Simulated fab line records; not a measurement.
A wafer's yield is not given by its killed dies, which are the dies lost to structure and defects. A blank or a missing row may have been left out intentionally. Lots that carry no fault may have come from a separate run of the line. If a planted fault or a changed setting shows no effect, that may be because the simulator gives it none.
fab line records	flow n5Finfet
record: lots: 6	wafers: 18	lastDay: 18
route steps=1938 shown BEOL_M0_SAQP@661 BEOL_M4@1111 PASSIVATION@1936
lots with no fault: from the same line, run without faults
startH: the number of hours between the record's first day and the start of the first shown wafer of the lot	waitH: hours elapsed since this lot's preceding step	" same as the row above	L1.1+2: one row covering several wafers at once	- no value present, or no start provided	* or withheld: withheld	< > ~ a bound
route shown NAME@n: a module of which the file shows steps, and the number in the route of the first	usual: average and standard deviation across the fault-free wafers	same: alike in all rows	chamber/n: place in a boat	sites: each site's reading	_std_site: their standard deviation	_edge_site: inner sites' mean taken away from outer sites' mean	radiusMm: how far each site lies from the wafer's centre	mask NAME#n: copy n	behind: the most recent tool/chamber to have shaped the wafer	hold: reason for holding the lot/hours on hold/outcome of the hold	device: the n, p or np transistor that did not switch	end of line: at the end of the route, the tests of the same wafers	step lacking rows: just its recipe	killed: dies lost to structure and defects at the first sort, not the wafer's yield	map: shows each die of a wafer: x if killed, . if not, _ if none is there
set.NAME: the setting as run; set.NAME@STEP: as run at that earlier step	model.NAME: the simulator's own value behind a step, which no gauge read
certain route steps with their lots: each step a table, each wafer a row
services: a tool's chamber out of use, with start hour (startH, from the record's first day; less than 0 if before it), hours out, and reason
== steps ==
step: N5_BEOL_M0_SAQP_SRD_93
recipe: dry: ipaMarangoni	timeS: 30	tempC: 23	rinseLiquid: diw
step: N5_BEOL_M0_SAQP_RECESS_114
recipe: chemistry: HF/NH3	target: SiO2	targetDepthA: 144	afsCycles: 3	tempC: 30	sublimationTempC: 180	sublimationTimeS: 60
usual: drypumpMotorCurrentA: 5.5/0.3
lot.wafer	tool	chamber	startH	waitH	drypumpMotorCurrentA
L531.4	vaporEtch-01	0	125.55	0.2	5.4
L531.5	"	0	"	"	5.4
L531.6	"	1	"	"	5.4
L532.2	vaporEtch-02	0	133.77	0.0	5.3
L532.3	"	1	"	"	6.2
L532.4	"	0	"	"	5.3
L542.1	vaporEtch-01	0	213.96	0.0	5.4
L542.3	"	0	"	"	5.4
L542.4	"	1	"	"	5.4
L544.1	vaporEtch-01	0	216.69	0.2	5.4
L544.3	"	0	"	"	5.4
L544.6	"	1	"	"	5.4
L549.2	vaporEtch-02	0	242.45	0.0	5.3
L549.5	"	1	"	"	6.2
L549.6	"	0	"	"	5.4
L551.1	vaporEtch-01	0	251.44	0.0	5.4
L551.4	"	1	"	"	5.4
L551.6	"	1	"	"	5.4
step: N5_BEOL_M0_SAQP_SPACER1_ALD_98
recipe: material: SiO2	targetThkA: 128	tempC: 300	aldPrecursorFamily: BDEAS	aldCoReactant: O2-plasma	pulseTimeS: 1	purgeTimeS: 2	coReactantPurgeTimeS: 2	aldCycles: 138	pressureTorr: 2
usual: heaterPowerW: 448/60	precursorPulseHeightRel: 0.997/0.02
lot.wafer	tool	chamber	startH	waitH	heaterPowerW	precursorPulseHeightRel
L531.4	aldSin-03	2	125.81	0.1	305	0.995
L531.5	"	2	"	"	304	0.954
L531.6	"	1	"	"	423	1.005
L532.2	aldSin-03	2	134.16	0.3	308	0.979
L532.3	"	3	"	"	401	1.003
L532.4	"	1	"	"	443	1.006
L542.1	aldSin-02	3	214.66	0.5	483	0.987
L542.3	"	0	"	"	509	0.978
L542.4	"	1	"	"	387	0.979
L544.1	aldSin-04	3	217.20	0.3	375	0.983
L544.3	"	1	"	"	437	0.994
L544.6	"	0	"	"	528	0.982
L549.2	aldSin-02	1	242.83	0.3	383	0.991
L549.5	"	2	"	"	472	1.011
L549.6	"	1	"	"	395	1.019
L551.1	aldSin-02	3	251.83	0.3	499	0.972
L551.4	"	0	"	"	493	0.969
L551.6	"	2	"	"	474	0.992
step: N5_BEOL_M0_SAQP_SPACER1_ETCHBACK_99
recipe: chemistry: CHF3/O2	mode: anisotropicEtchback	target: SiO2	targetDepthA: 154	timeS: 7.7	pressureMtorr: 30	sourceW: 650	biasW: 170	Ar_flow_sccm: 200	CHF3_flow_sccm: 50	O2_flow_sccm: 5	ionEnergyEv: 200
step: N5_BEOL_M0_SAQP_MANDREL1_REMOVE_100
recipe: chemistry: HBr/Cl2/O2	btTimeS: 10	target: a-Si	stopOn: SiNx	endpoint: OES-SiCl	overEtchFrac: 0.85	icpW: 600	biasW: 30	HBr_flow_sccm: 150	Cl2_flow_sccm: 80	O2_flow_sccm: 5	pressureMtorr: 10
step: N5_BEOL_M0_SAQP_CD_MEAS_25
recipe: targetCdNm: 13.1	landingEnergyEv: 1000	detector: seInlens
usual: cdNm: 12.81/0.23
lot.wafer	tool	chamber	startH	waitH	cdNm
L531.4	cdSem-02	0	126.52	0.1	12.91
L531.5	"	0	"	"	12.55
L531.6	"	0	"	"	12.96
L532.2	cdSem-01	0	134.83	0.1	12.65
L532.3	"	0	"	"	12.70
L532.4	"	0	"	"	12.75
L542.1	cdSem-01	0	215.42	0.1	13.12
L542.3	"	0	"	"	12.78
L542.4	"	0	"	"	12.64
L544.1	cdSem-01	0	217.96	0.1	12.82
L544.3	"	0	"	"	12.46
L544.6	"	0	"	"	12.68
L549.2	cdSem-01	0	243.51	0.1	12.82
L549.5	"	0	"	"	13.00
L549.6	"	0	"	"	12.76
L551.1	cdSem-03	0	252.50	0.1	13.00
L551.4	"	0	"	"	13.16
L551.6	"	0	"	"	12.82
step: N5_BEOL_M0_SAQP_ETCH_101
recipe: chemistry: CH3F/O2	target: SiNx	maskMaterial: SiO2	targetDepthA: 299	timeS: 42.7	pressureMtorr: 30	sourceW: 395	biasW: 73	Ar_flow_sccm: 150	CH3F_flow_sccm: 30	O2_flow_sccm: 20	ionEnergyEv: 120
step: N5_BEOL_M0_SAQP_ETCH_102
recipe: chemistry: CF4	target: SiO2	targetDepthA: 40	ionEnergyEv: 350	timeS: 4.4	pressureMtorr: 10	icpW: 800	biasW: 400	cf4FlowSccm: 80
usual: drypumpMotorCurrentA: 5.7/0.41	oesProductAu: 1.000/0.02	throttleValvePct: 21.7/0.31
lot.wafer	tool	chamber	startH	waitH	drypumpMotorCurrentA	oesProductAu	rfHoursCounterH	throttleValvePct
L531.4	rieSi-02	2	126.66	0.1	5.4	1.016	178	21.6
L531.5	"	3	"	"	5.5	0.995	-	21.7
L531.6	"	2	"	"	5.4	1.018	-	21.6
L532.2	rieSi-05	2	134.97	0.1	5.3	0.986	51	21.4
L532.3	"	3	"	"	6.5	1.013	29	22.2
L532.4	"	1	"	"	5.4	0.988	0	21.8
L542.1	rieSi-05	0	215.58	0.1	5.9	1.010	1	22.2
L542.3	"	2	"	"	5.4	0.990	53	21.4
L542.4	"	0	"	"	6.0	1.019	-	22.2
L544.1	rieSi-06	2	218.11	0.1	5.3	1.035	106	21.7
L544.3	"	3	"	"	5.9	1.008	165	21.9
L544.6	"	0	"	"	5.6	0.980	-	21.3
L549.2	rieSi-06	0	243.65	0.1	5.6	0.976	5	21.3
L549.5	"	0	"	"	5.7	0.975	-	21.3
L549.6	"	1	"	"	5.1	0.967	-	21.5
L551.1	rieSi-06	2	252.64	0.1	5.3	1.033	107	21.7
L551.4	"	1	"	"	5.1	0.979	4	21.5
L551.6	"	0	"	"	5.6	0.974	-	21.3
step: N5_BEOL_M0_SAQP_MANDREL_ETCH_103
recipe: chemistry: HBr/Cl2	target: a-Si	targetDepthA: 450	btTimeS: 10	stopOn: SiCN	maskMaterial: SiO2	overEtchFrac: 0.8	timeS: 27	pressureMtorr: 10	icpW: 800	biasW: 75	HBr_flow_sccm: 150	Cl2_flow_sccm: 80	ends: endPoint
usual: drypumpMotorCurrentA: 5.7/0.42	oesProductAu: 0.686/0.013	throttleValvePct: 35.5/0.33
lot.wafer	tool	chamber	startH	waitH	drypumpMotorCurrentA	oesProductAu	rfHoursCounterH	throttleValvePct
L531.4	rieSi-02	2	126.69	0.0	5.4	0.691	178	35.3
L531.5	"	3	"	"	5.5	0.662	-	35.3
L531.6	"	2	"	"	5.4	0.687	-	35.3
L532.2	rieSi-05	2	135.01	0.0	5.3	0.689	51	35.3
L532.3	"	3	"	"	6.5	0.695	29	36.2
L532.4	"	1	"	"	5.4	0.685	0	35.6
L542.1	rieSi-05	0	215.61	0.0	6.0	0.683	1	35.8
L542.3	"	2	"	"	5.3	0.689	53	35.3
L542.4	"	0	"	"	6.0	0.690	-	35.8
L544.1	rieSi-06	2	218.14	0.0	5.3	0.714	106	35.5
L544.3	"	3	"	"	5.9	0.690	165	35.5
L544.6	"	0	"	"	5.7	0.676	-	35.1
L549.2	rieSi-06	0	243.69	0.0	5.6	0.662	5	35.1
L549.5	"	0	"	"	5.6	0.674	-	35.1
L549.6	"	1	"	"	5.1	0.685	-	35.5
L551.1	rieSi-06	2	252.68	0.0	5.3	0.691	107	35.6
L551.4	"	1	"	"	5.1	0.662	4	35.5
L551.6	"	0	"	"	5.6	0.682	-	35.1
step: N5_BEOL_M0_SAQP_RECESS_104
recipe: chemistry: HF/NH3	target: SiO2	targetDepthA: 180	afsCycles: 3	tempC: 30	sublimationTempC: 180	sublimationTimeS: 60
step: N5_BEOL_M0_SAQP_COAT_105
recipe: resist: SOC	tempC: 250	timeS: 60	spinRpm: 1500	resistThkNm: 100
step: N5_BEOL_M0_SAQP_ETCH_106
recipe: chemistry: N2/H2	target: SOC	targetDepthA: 1500	stopOn: SiNx	ionEnergyEv: 100	biasW: 61	pressureMtorr: 30	sourceW: 850	n2FlowSccm: 200	h2FlowSccm: 200
step: N5_BEOL_M0_SAQP_ETCH_107
recipe: chemistry: CH3F/O2	target: SiNx	targetDepthA: 300	maskMaterial: SOC	pressureMtorr: 30	sourceW: 395	biasW: 73	Ar_flow_sccm: 150	CH3F_flow_sccm: 30	O2_flow_sccm: 20	ionEnergyEv: 120
usual: drypumpMotorCurrentA: 5.6/0.42	oesProductAu: 0.77/0.085	rfVppV: 297/6.1	showerheadPlenumPTorr: 1.98/0.064	throttleValvePct: 16.25/0.22
lot.wafer	tool	chamber	startH	waitH	drypumpMotorCurrentA	oesProductAu	rfHoursCounterH	rfVppV	showerheadPlenumPTorr	throttleValvePct	model.BEOL_M0_SAQP.featureDepthNm	model.SOC_of_BEOL_M0_SAQP_COAT_105.thkNm
L531.4	rieDiel-03	2	127.31	0.0	5.0	0.68	245	310	2.04	16.36	29.4	13.6
L531.5	"	3	"	"	5.7	0.69	-	288	1.99	16.54	29.4	13.4
L531.6	"	0	"	"	6.1	0.68	-	291	1.96	16.15	29.4	14.2
L532.2	rieDiel-04	0	135.60	0.0	5.8	0.70	228	298	1.96	16.57	29.6	11.2
L532.3	"	1	"	"	5.7	0.77	130	292	1.84	16.12	30.2	12.4
L532.4	"	2	"	"	6.2	0.90	35	302	2.05	15.91	30.2	12.6
L542.1	rieDiel-03	2	216.25	0.0	5.0	0.76	14	310	2.03	15.90	21.8	13.6
L542.3	"	0	"	"	6.1	0.67	248	292	1.96	16.19	29.6	13.2
L542.4	"	3	"	"	5.7	0.54	-	288	1.98	16.58	20.8	16.8
L544.1	rieDiel-03	2	218.88	0.0	5.0	0.76	15	308	2.03	15.92	21.6	13.6
L544.3	"	0	"	"	6.0	0.67	249	292	1.96	16.20	29.8	13.6
L544.6	"	0	"	"	6.0	0.55	-	294	1.96	16.18	20.8	16.6
L549.2	rieDiel-01	2	244.27	0.0	5.2	0.76	154	298	1.92	16.31	29.6	13
L549.5	"	3	"	"	5.6	0.74	-	303	2.08	16.27	29.4	13.2
L549.6	"	2	"	"	5.2	0.76	-	299	1.92	16.30	29.8	13.2
L551.1	rieDiel-01	0	253.27	0.0	4.9	0.89	27	293	1.97	16.05	29.4	15.2
L551.4	"	3	"	"	5.6	0.74	176	302	2.08	16.28	29.6	14
L551.6	"	1	"	"	5.8	0.82	-	290	1.95	16.15	30	11.8
step: N5_BEOL_M0_SAQP_STRIP_108
recipe: chemistry: N2/H2	powerW: 500	tempC: 40	pressureMtorr: 50	rfFrequencyHz: 6e+07	overashFraction: 0.3	biasPowerW: 28	h2Frac: 0.5	n2FlowSccm: 300	h2FlowSccm: 300
usual: drypumpMotorCurrentA: 5.6/0.42	oesProductAu: 0.77/0.088	rfVppV: 121.6/1	showerheadPlenumPTorr: 3.33/0.1	throttleValvePct: 18.8/0.36
same: overashFraction: 0.3
lot.wafer	tool	chamber	startH	waitH	drypumpMotorCurrentA	oesProductAu	rfHoursCounterH	rfVppV	showerheadPlenumPTorr	throttleValvePct
L531.4	rieDiel-03	2	127.35	0.0	5.0	0.69	245	123.1	3.45	18.7
L531.5	"	3	"	"	5.7	0.69	-	121.5	3.34	19.3
L531.6	"	0	"	"	6.1	0.70	-	121.2	3.31	18.5
L532.2	rieDiel-04	0	135.64	0.0	5.8	0.69	228	121.5	3.32	19.5
L532.3	"	1	"	"	5.7	0.77	130	122.1	3.10	18.5
L532.4	"	2	"	"	6.2	0.90	35	121.9	3.41	18.5
L542.1	rieDiel-03	2	216.29	0.0	5.1	0.93	14	122.3	3.44	18.4
L542.3	"	0	"	"	6.0	0.68	248	121.2	3.29	18.5
L542.4	"	3	"	"	5.7	0.66	-	120.7	3.33	19.3
L544.1	rieDiel-03	2	218.92	0.0	5.0	0.94	15	122.9	3.44	18.4
L544.3	"	0	"	"	6.0	0.66	249	120.6	3.29	18.5
L544.6	"	0	"	"	6.0	0.67	-	122.9	3.29	18.5
L549.2	rieDiel-01	2	244.31	0.0	5.2	0.76	154	121.9	3.22	18.9
L549.5	"	3	"	"	5.6	0.73	-	123.4	3.49	19.1
L549.6	"	2	"	"	5.2	0.75	-	120.9	3.22	18.9
L551.1	rieDiel-01	0	253.31	0.0	4.9	0.89	27	122.4	3.31	18.7
L551.4	"	3	"	"	5.6	0.74	176	124.1	3.49	19.1
L551.6	"	1	"	"	5.8	0.83	-	121.7	3.27	18.7
step: N5_BEOL_M4_RC_MEAS_101
usual: DIBL_N: 36.5/1.4	DIBL_P: 36.6/1.9	IOFF_N: 0.167/0.029	IOFF_P: 0.21/0.033	ION_N: 674/12	ION_P: 460/8.9	SS_N: 71.6/0.57	SS_P: 73.4/0.61	VT_N: 249/3.3	VT_P: -250/3.3
lot.wafer	tool	chamber	startH	waitH	DIBL_N[mV/V]	DIBL_P[mV/V]	IOFF_N[nA/um]	IOFF_P[nA/um]	ION_N[uA/um]	ION_P[uA/um]	SS_N[mV/dec]	SS_P[mV/dec]	VT_N[mV]	VT_P[mV]
L531.4	prober-02	0	181.71	0.5	35.8	35.8	0.140	0.21	670	461	71.5	73.5	254	-252
L531.5	"	0	"	"	36.9	38.3	0.173	0.25	686	469	71.6	73.7	247	-249
L531.6	"	0	"	"	36.0	36.5	0.156	0.22	675	463	71.0	73.2	251	-249
L532.2	prober-02	0	195.42	0.2	35.0	33.0	0.131	0.19	672	462	71.1	72.6	252	-250
L532.3	"	0	"	"	36.2	33.4	0.149	0.20	666	459	71.5	72.4	252	-249
L532.4	"	0	"	"	37.0	34.7	0.172	0.22	667	463	71.5	72.8	244	-248
L542.1	prober-02	0	263.65	0.0	38.4	38.3	0.193	0.25	676	462	71.1	73.3	249	-247
L542.3	"	0	"	"	35.9	36.9	0.154	0.23	678	474	72.1	72.9	250	-247
L542.4	"	0	"	"	35.9	36.2	0.146	0.22	668	462	71.3	72.9	250	-247
L544.1	prober-01	0	268.40	0.0	37.2	36.0	0.143	0.17	645	444	71.6	73.7	252	-257
L544.3	"	0	"	"	38.2	37.0	0.149	0.17	659	447	71.8	72.9	252	-257
L544.6	"	0	"	"	38.0	36.6	0.152	0.17	665	445	71.4	72.8	250	-256
L549.2	prober-02	0	295.33	0.2	36.9	38.4	0.195	0.26	682	473	71.7	73.6	243	-246
L549.5	"	0	"	"	34.3	34.8	0.140	0.20	667	461	70.7	73.1	251	-251
L549.6	"	0	"	"	37.8	39.7	0.221	0.30	698	475	71.8	74.1	243	-245
L551.1	prober-01	0	308.55	0.0	40.7	41.6	0.277	0.33	690	470	73.3	75.1	240	-244
L551.4	"	0	"	"	35.2	34.5	0.134	0.19	649	447	72.0	72.4	253	-250
L551.6	"	0	"	"	35.7	35.9	0.154	0.22	669	458	71.7	72.8	249	-250
step: N5_PASSIVATION_PROBE_49
usual: defectLimitedYield: 91.2/1.6	killed_at_M0_to_M3: 34/11	killed_at_M4_up: 14/5.7	killedAtContacts: 14/6.6	killedAtFrontEnd: 37/10	killedAtOther: 4/3.2	killedDies: 104/19	killedOpen: 69/13	killedShort: 33/8.7	sort_bin_4_leakage: 0.00/0.014	sort_bin_5_function: 5.1/1	sort_bin_6_memory: 3.3/0.76	sort_bin_8_speed: 0.00/0.016	sortNPass: 1076/19	sortYieldPct: 91.2/1.6
same: grossDies: 1180	killedAtBackSide: 0
lot.wafer	tool	chamber	startH	waitH	defectLimitedYield[%]	killed_at_M0_to_M3	killed_at_M4_up	killedAtContacts	killedAtFrontEnd	killedAtOther	killedDies	killedOpen	killedShort	sort_bin_4_leakage[%]	sort_bin_5_function[%]	sort_bin_6_memory[%]	sort_bin_8_speed[%]	sortNPass	sortYieldPct[%]
L531.4	prober-02	-	275.91	0.2	93.0	17	18	14	25	9	83	48	30	0	4.0	2.6	0	1097	93.0
L531.5	prober-02	-	275.96	0.2	91.7	32	22	5	37	2	98	70	26	0	5.0	3.1	0	1082	91.7
L531.6	prober-02	-	276.01	0.3	93.1	13	9	7	50	3	82	53	25	0	4.1	2.5	0	1098	93.1
killed by level:class
L531.4 MOL_CONTACT_COAG:geometricParticle:open=10 STI_FIN_REVEAL:geometricParticle:open=6 BEOL_M0_SAQP:geometricParticle:short=5 BEOL_M4:geometricParticle:open=5 GATE_CUT:geometricParticle:short=4 MOL_CONTACT_COAG:geometricParticle:short=4 MIM_BOT:geometricParticle:short=4 BEOL_M1:geometricParticle:open=3
L531.5 STI_FIN_REVEAL:geometricParticle:open=16 BEOL_M0_SAQP:geometricParticle:short=8 BEOL_M4:geometricParticle:open=7 FIN_SAQP:geometricParticle:open=6 BEOL_M1:geometricParticle:open=6 BEOL_M0_SAQP:geometricParticle:open=5 BEOL_M5:geometricParticle:open=5 MOL_CONTACT_COAG:geometricParticle:open=4
L531.6 STI_FIN_REVEAL:geometricParticle:open=14 FIN_SAQP:geometricParticle:short=8 FIN_SAQP:geometricParticle:open=6 MOL_CONTACT_COAG:geometricParticle:open=6 DUMMY_GATE:geometricParticle:open=5 BEOL_M4:geometricParticle:open=5 STI_FIN_REVEAL:geometricParticle:short=3 DUMMY_GATE:geometricParticle:short=3
== services ==
tool	chamber	startH	hours	kind
aldSin-04	1	126.36	4.3	repair
vaporEtch-01	1	128.25	3.4	repair
rieDiel-04	1	136.39	8.7	repair
rieDiel-03	2	142.38	-	clean
rieDiel-03	2	142.38	-	consumableReplace:focusRing
rieDiel-03	2	142.38	20.4	scheduledDown
rieDiel-03	2	142.38	20.4	ventCycle
rieSi-05	3	179.11	1.7	repair
rieDiel-01	1	186.61	6.5	repair
aldSin-03	3	187.19	13.1	repair
vaporEtch-02	-	189.89	14.6	pm
rieDiel-04	3	198.65	1.7	repair
vaporEtch-01	-	200.94	0.6	repair
aldSin-04	-	206.12	6.1	pm
rieSi-05	1	213.17	7.1	repair
rieDiel-03	1	213.86	-	clean
rieDiel-03	1	213.86	-	consumableReplace:focusRing
rieDiel-03	1	213.86	20.2	scheduledDown
rieDiel-03	1	213.86	20.2	ventCycle
vaporEtch-02	-	216.99	22.9	repair
rieDiel-01	1	218.33	2.2	repair
rieDiel-03	0	234.11	-	clean
rieDiel-03	0	234.11	-	consumableReplace:focusRing
rieDiel-04	-	237.68	2.8	pm
== key ==
firstSign none at tools or gauges
modelEffect: step: N5_BEOL_M0_SAQP_ETCH_107	value: BEOL_M0_SAQP.featureDepthNm	without: 30.1	struck: 21.25
metAt N5_BEOL_M0_SAQP_ETCH_107
struckWafers L542.1,L542.4,L544.1,L544.6
onsetBetween 127.31 216.25
fault: kind: processParameterDrift	tool: rieDiel-03	chamber: -	onsetH: 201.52	steps: N5_BEOL_M0_SAQP_ETCH_107	channel: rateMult	offset: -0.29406	shape: step	endH: 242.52	scope: struckWafersOnly
